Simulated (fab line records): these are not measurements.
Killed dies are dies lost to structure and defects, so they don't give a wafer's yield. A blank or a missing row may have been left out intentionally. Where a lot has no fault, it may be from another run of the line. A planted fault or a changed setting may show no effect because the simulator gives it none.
Lot-split experiment + flow n5Finfet + route with 1938 steps; 7 lots, 21 wafers read

## SPLIT DETAILS
At N5_MOL_CONTACT_COAG_CVD_140 (deposits W, target thk 66.5 nm, time 215 s), the setting targetThkA was moved away from the recipe's 665 angstrom on 6 of the 21 wafers read, by -6.4% to +11.6%. This setting was run at the recipe's value on the other wafers.

The reading comes from the split's own step.

## THE READING
W_of_MOL_CONTACT_COAG_CVD_140.thkNm (the simulator's own value, which no gauge read), in nm, at N5_MOL_CONTACT_COAG_CVD_140 (deposits W, target thk 66.5 nm, time 215 s). No usual value for it is given in the file. Average 66.5 nm, standard deviation 1 nm, over the 15 wafers here run with the recipe.

| wafer  | tool, chamber at the split | targetThkA as run, angstrom | against the recipe | W_of_MOL_CONTACT_COAG_CVD_140.thkNm, nm | against lot-mates on the recipe |
|--------|----------------------------|-----------------------------|--------------------|-----------------------------------------|---------------------------------|
| L077.2 | cvdW-02, 0                 | 665                         | recipe             | 67.8                                    | -                               |
| L077.5 | cvdW-02, 0                 | 665                         | recipe             | 67.8                                    | -                               |
| L077.6 | cvdW-02, 1                 | 742.2                       | +11.6%             | 74.4                                    | +6.6                            |
| L080.2 | cvdW-01, 1                 | 622.7                       | -6.4%              | 62.2                                    | -4.4                            |
| L080.3 | cvdW-01, 0                 | 622.7                       | -6.4%              | 61                                      | -5.6                            |
| L080.5 | cvdW-01, 1                 | 665                         | recipe             | 66.6                                    | -                               |
| L085.2 | cvdW-02, 1                 | 665                         | recipe             | 66.4                                    | -                               |
| L085.3 | cvdW-02, 0                 | 665                         | recipe             | 68.2                                    | -                               |
| L085.5 | cvdW-02, 1                 | 665                         | recipe             | 67                                      | -                               |
| L090.2 | cvdW-02, 0                 | 711.7                       | +7.0%              | 73.2                                    | +5.8                            |
| L090.4 | cvdW-02, 1                 | 665                         | recipe             | 67.4                                    | -                               |
| L090.6 | cvdW-02, 0                 | 711.7                       | +7.0%              | 72.8                                    | +5.4                            |
| L093.1 | cvdW-01, 1                 | 665                         | recipe             | 65.8                                    | -                               |
| L093.6 | cvdW-01, 1                 | 665                         | recipe             | 65.8                                    | -                               |
| L093.5 | cvdW-01, 0                 | 665                         | recipe             | 65.2                                    | -                               |
| L096.3 | cvdW-01, 1                 | 733.2                       | +10.3%             | 72                                      | +7.0                            |
| L096.4 | cvdW-01, 0                 | 665                         | recipe             | 64.6                                    | -                               |
| L096.6 | cvdW-01, 1                 | 665                         | recipe             | 65.4                                    | -                               |
| L097.3 | cvdW-02, 1                 | 665                         | recipe             | 66.2                                    | -                               |
| L097.5 | cvdW-02, 0                 | 665                         | recipe             | 67                                      | -                               |
| L097.6 | cvdW-02, 1                 | 665                         | recipe             | 66.8                                    | -                               |

FIT RESULTS
A straight line over all 21 wafers: W_of_MOL_CONTACT_COAG_CVD_140.thkNm changes by +0.718 nm for each +1% of targetThkA; r = +0.95; the points scatter about the line by 1.1 nm.
The same after taking each lot's own level away (the mean of its wafers on the recipe; 21 wafers): +0.696 nm for each +1%; r = +0.98; scatter 0.61 nm.
The reading moves by 8.1 nm for the largest change in targetThkA, on that fit.
Measured against the standard deviation above, the lots' own levels, which go from 65.00 to 67.80 nm, span 2.8 times it.
Hence the lot-to-lot level has little effect on the slope; both slopes agree.
Check: with one of the wafers moved furthest among these (+11.6%) left out of the fit, the line predicts +8.71 nm for it against its lot-mates. It came out at +6.6 nm against them.

## ADDITIONAL SPLITS CARRIED BY THESE WAFERS
These wafers also went through other splits before the reading. Each is held against what the fit with the lots' levels taken away leaves over:
| other split on the same wafers       | wafers away from the commonest value | r with W_of_MOL_CONTACT_COAG_CVD_140.thkNm (lot level and that fit taken away) |
|--------------------------------------|--------------------------------------|--------------------------------------------------------------------------------|
| N5_SD_EPI_N_EXPOSE_06 doseMj         | 7                                    | +0.11                                                                          |
| N5_SDB_COAT_03 spinRpm               | 7                                    | +0.31                                                                          |
| N5_SDB_ETCH_17 biasW                 | 11                                   | -0.01                                                                          |
| N5_HKMG_FIN_DESCUM_53 timeS          | 5                                    | +0.02                                                                          |
| N5_HKMG_FIN_ETCH_54 sourceW          | 8                                    | +0.05                                                                          |
| N5_GATE_CUT_ALD_22 aldCycles         | 5                                    | -0.03                                                                          |
| N5_MOL_CONTACT_COAG_COAT_104 spinRpm | 3                                    | -0.09                                                                          |

## FILE'S OWN FIT
W_of_MOL_CONTACT_COAG_CVD_140.thkNm changes by +0.666 nm for each +1% of targetThkA, r = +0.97.
